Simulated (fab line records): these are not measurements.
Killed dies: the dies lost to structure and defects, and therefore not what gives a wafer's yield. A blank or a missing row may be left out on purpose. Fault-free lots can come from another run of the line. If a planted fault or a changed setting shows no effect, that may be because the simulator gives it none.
Which of the tools did it? :: flow n5_finfet :: 11 lots (31 wafers sampled), 1 step of a 1938-step route

== WHAT THE GAUGES READ, wafer by wafer ==
N5_WELL_APT_INSPECT_10: inspects for defects (macro).
lot: L317
measured: day 1 13:44
on: defect_inspect-01
raw_defect_count: 1 3 1

lot: L318
measured: day 1 19:44
on: defect_inspect-01
raw_defect_count: 4 1 3

lot: L319
measured: day 2 01:44
on: defect_inspect-02
raw_defect_count: 2 2 1

lot: L323
measured: day 3 01:53
on: defect_inspect-02
raw_defect_count: 0 2 3

lot: L324
measured: day 3 07:37
on: defect_inspect-02
raw_defect_count: 2 4 1

lot: L326
measured: day 3 19:37
on: defect_inspect-01
raw_defect_count: 3 2 2

lot: L328
measured: day 4 07:47
on: defect_inspect-01
raw_defect_count: 3 2 3

lot: L330
measured: day 4 19:56
on: defect_inspect-01
raw_defect_count: 1 2 1

lot: L332
measured: day 5 07:51
on: defect_inspect-02
raw_defect_count: 3 1 1

lot: L333
measured: day 5 13:37
on: defect_inspect-01
raw_defect_count: 0 2

lot: L334
measured: day 5 19:37
on: defect_inspect-02
raw_defect_count: 2 1

== WHAT TOOL EACH LOT RAN ON (gives the tool, then ch and the chambers of the sampled wafers, and finally the start) ==
Record: no process step prior to these readings.

== THE ANSWER, worked out from the rows above alone ==
Rule: what is usual is taken from the lots themselves. The widest of any qualifying gaps counts: lots, ordered by their means at a reading, are off when they make up no more than a third of the lots, leave a main group of 4 or more, and stand apart from it by 3 or more times the standard deviation of that group's means. A main group whose means are all the same, to the digits that the tables above print for the reading, isn't used. Also off: a lot with no number at a reading for which 4 or more lots have one. Any other lot the step has rows for is counted as sound.
None of the lots is off at any reading shown; this tells nothing.

== WHAT WAS PUT IN BY THE SIMULATOR ==
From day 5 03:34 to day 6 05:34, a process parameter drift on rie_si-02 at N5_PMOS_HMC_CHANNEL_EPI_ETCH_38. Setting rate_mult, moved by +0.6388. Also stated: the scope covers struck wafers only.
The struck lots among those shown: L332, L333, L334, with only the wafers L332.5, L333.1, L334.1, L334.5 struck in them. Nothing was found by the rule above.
